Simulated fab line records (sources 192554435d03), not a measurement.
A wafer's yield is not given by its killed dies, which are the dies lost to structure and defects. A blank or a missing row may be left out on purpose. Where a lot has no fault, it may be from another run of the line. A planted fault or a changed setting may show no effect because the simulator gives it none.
Chamber matching | flow n5 finfet | 4 sister chambers for N5_GATE_CUT_ALD_22 on ald sin-01
The step deposits SiNx, target thk 16 nm, pulse time 1 s, ald cycles 320. 4 wafers are shown with their chamber, then 9 later ones without.

## WAFERS WITH THEIR CHAMBER
wafer  | chamber | heater power w (W)
L090.1 | 0       | 915
L091.1 | 1       | 559
L091.3 | 2       | 779
L091.6 | 3       | 1074

## WAFERS MISSING THEIR CHAMBER
wafer  | heater power w (W)
L092.1 | 1099
L092.4 | 917
L092.6 | 563
L093.3 | 776
L093.4 | 592
L093.5 | 772
L095.1 | 762
L095.2 | 942
L095.5 | 768

## THE CHAMBER EACH PASSED THROUGH
wafer  | from the rows above | in truth
L092.1 | 3                   | 3
L092.4 | 0                   | 0
L092.6 | 1                   | 1
L093.3 | 2                   | 2
L093.4 | 1                   | 1
L093.5 | 2                   | 2
L095.1 | 2                   | 2
L095.2 | 0                   | 0
L095.5 | 2                   | 2
Placed correctly: 9 of 9. Left unplaced by these rows: 0. Wrongly placed: 0.
How it was worked out, from the rows above alone: a wafer's distance from a chamber is the root of the sum, over the readings, of the square of ((its reading less the chamber's mean) divided by the reading's scatter). The wafer belongs to the nearest chamber; if the next one is less than 2 further off, it can't be placed. For every chamber, the mean is computed from those of its wafers that are shown. The scatter (one wafer shown for each chamber): square how far every hidden wafer sits from the nearest shown wafer, average those squares and take the square root.
